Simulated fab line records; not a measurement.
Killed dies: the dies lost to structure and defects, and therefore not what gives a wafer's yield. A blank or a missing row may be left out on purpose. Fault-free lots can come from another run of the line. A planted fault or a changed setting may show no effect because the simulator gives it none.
Which tool was responsible? | flow n5-finfet | 10 lots with 30 wafers sampled at 2 steps, on a route of 1938 steps

== WHAT EACH GAUGE READ, for each wafer ==
N5_BEOL_M6_CD_MEAS_18: pitch 80 nm, target cd 40 nm.
lot  | measured     | on        | cd-nm (nm)
L675 | day 9 18:08  | cd-sem-02 | 40.1 39.3 39.3
L680 | day 10 20:04 | cd-sem-01 | 40.4 39.9 40.0
L686 | day 13 09:25 | cd-sem-01 | 39.7 40.3 39.4
L687 | day 13 18:51 | cd-sem-01 | 40.4 40.5 40.3
L688 | day 13 19:37 | cd-sem-02 | 39.9 39.8 40.1
L695 | day 15 16:05 | cd-sem-01 | 40.0 40.3 40.7
L693 | day 15 17:53 | cd-sem-01 | 40.8 41.0 40.1
L696 | day 16 04:22 | cd-sem-02 | 40.3 40.6 40.6
L698 | day 16 13:27 | cd-sem-03 | 40.7 40.4 40.2
L697 | day 16 19:52 | cd-sem-01 | 40.5 40.5 40.5

== WHICH TOOL RAN EACH LOT (tool, then ch and the chambers of the sampled wafers, then the start) ==
lot  | N5_BEOL_M6_DESCUM_16
L675 | rie-diel-03 ch 0,1,3, day 9 17:40
L680 | rie-diel-06 ch 0,1,3, day 10 19:37
L686 | rie-diel-06 ch 0,3, day 13 08:58
L687 | rie-diel-03 ch 0,1, day 13 18:23
L688 | rie-diel-06 ch 0,1,2, day 13 18:59
L695 | rie-diel-06 ch 0,1,3, day 15 15:37
L693 | rie-diel-05 ch 0,1, day 15 17:25
L696 | rie-diel-05 ch 0,3, day 16 03:55
L698 | rie-diel-05 ch 1,3, day 16 12:59
L697 | rie-diel-05 ch 1,2, day 16 19:21
- N5_BEOL_M6_DESCUM_16: chemistry O2, time 7.9 s.

== THE ANSWER, worked out from the rows above alone ==
Rule: usual is defined by the lots themselves. The widest of any qualifying gaps counts: lots, ordered by their means at a reading, are off when they make up no more than a third of the lots, leave a main group of 4 or more, and stand apart from it by 3 or more times the standard deviation of that group's means. Not used: any main group whose means are identical at the precision the tables above print for the reading. Also off: a lot with no number at a reading for which 4 or more lots have one. All remaining lots with rows at the step are treated as sound.
No lot is off on any of the readings shown, so nothing can be concluded from this.

== WHAT THE SIMULATOR HAD PUT IN ==
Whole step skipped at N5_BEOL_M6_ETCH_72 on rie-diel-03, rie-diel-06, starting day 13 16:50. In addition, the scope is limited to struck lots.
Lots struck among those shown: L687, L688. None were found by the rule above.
